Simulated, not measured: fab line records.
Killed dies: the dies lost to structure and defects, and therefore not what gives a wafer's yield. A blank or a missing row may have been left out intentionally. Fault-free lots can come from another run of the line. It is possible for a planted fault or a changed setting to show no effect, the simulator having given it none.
Struck lot and sound lot, side by side + flow nand_harc + 15 steps out of a route of 1302
Sound: the wafers L447.1, L447.3, L447.4. Wafers L458.1, L458.3, L458.6 were the ones struck. Last of all comes the cause.
Each step with rows lists, per side, the tool, then ch with its chambers, then its first start. Under that, the readings that differ: sound wafers + struck wafers + difference of the means + sigmas: that difference in standard deviations of wafers without a fault.
alike: readings with means less than 2 such deviations apart, plus words and numbers identical on both sides. not compared: withheld readings, readings lacking a value on some wafer, bounds such as >300 that could conceal the same value, and numbers that have no deviation in the record and whose values overlap.
The two part at a step that has a row with sigmas, a row that says differs or no value, or rows on one side only. Numbers that have no deviation but don't overlap get no sigmas and don't part them. A reading that every wafer of one side lacks parts them only if that side has two wafers or more.

first, 7 steps without rows for these wafers: NHARC_A_CONTACT_COAT_62 (time 65 s); NHARC_A_CONTACT_COAT_63 (resist thk 90 nm); NHARC_A_CONTACT_SOFTBAKE_64 (time 55 s); NHARC_A_CONTACT_EBR_65; NHARC_A_CONTACT_EXPOSE_66 (exposes mask A CC 2); NHARC_A_CONTACT_PEB_67 (peb time 65 s); NHARC_A_CONTACT_DEVELOP_68 (develop time 35 s).
NHARC_A_CONTACT_CD_MEAS_69: the cd target is 300 nm.
  sound on cd_sem-03 ch 0, day 22 06:06; struck on cd_sem-01 ch 0, day 26 14:06
  alike: cd_nm
NHARC_A_CONTACT_OVL_MEAS_70:
  sound on overlay-02, day 22 06:11; struck on overlay-01, day 26 14:11
| reading           | sound       | struck         | difference | sigmas |
|-------------------|-------------|----------------|------------|--------|
| overlay_x_nm (nm) | 0.9 0.7 0.5 | -0.7 -1.3 -0.9 | -1.7       | -2     |
  alike: overlay_y_nm
NHARC_A_CONTACT_INSPECT_71:
  sound on defect_inspect-02, day 22 06:13; struck on defect_inspect-02, day 26 14:13
  alike: raw_defect_count
NHARC_A_CONTACT_DESCUM_74: chemistry O2, time 3 s.
  sound on rie_diel-12 ch 1,3, day 22 06:17; struck on rie_diel-12 ch 0,2,3, day 26 14:18
  alike: drypump_motor_current_A, oes_product_au, rf_vpp_V, showerhead_plenum_p_Torr, throttle_valve_pct
  not compared: rf_hours_counter_h
NHARC_A_CONTACT_ETCH_75: etches the open film in CF4, target depth 39 nm, time 65 s.
  sound on rie_diel-12 ch 1,3, day 22 06:23; struck on rie_diel-12 ch 1,3, day 26 14:22
  alike: bias_w, cf4_flow_sccm, drypump_motor_current_A, oes_product_au, rf_vpp_V, showerhead_plenum_p_Torr, throttle_valve_pct
  not compared: rf_hours_counter_h
NHARC_A_CONTACT_ETCH_76: etches the open film in N2/H2, target depth 260 nm, time 475.3 s.
  sound on rie_diel-12 ch 1,2,3, day 22 06:32; struck on rie_diel-12 ch 0,2, day 26 14:28
  no value came back on the struck wafers for any of 7 readings (bias_w (W), chamber_pressure_mTorr (mTorr) and others); on the sound wafers bias_w (W) reads 150.5 150.1 149.8
  not compared: rf_hours_counter_h
NHARC_A_CONTACT_ETCH_77: etches the open film in CF4/CHF3, target depth 108.9 nm, time 54.5 s.
  sound on rie_diel-12 ch 2,3; struck on rie_diel-12 ch 0,1,3
  alike: bias_w, cf4_flow_sccm, drypump_motor_current_A, oes_product_au, rf_vpp_V, showerhead_plenum_p_Torr, throttle_valve_pct
  not compared: rf_hours_counter_h
-- the record jumps here: 3 days lie between the struck wafers' starts before and after (it left off in module A_CONTACT and takes up again in module END, whose first step shown is number 1302 of the route) --
NHARC_END_SORT_01:
  here the record holds rows for the struck wafers (prober-01 ch 0, day 29 06:35) but none for the sound ones

## WHERE THEY PART
First at NHARC_A_CONTACT_OVL_MEAS_70; last, within this record, at NHARC_END_SORT_01.

WHY: the cause the simulator had injected
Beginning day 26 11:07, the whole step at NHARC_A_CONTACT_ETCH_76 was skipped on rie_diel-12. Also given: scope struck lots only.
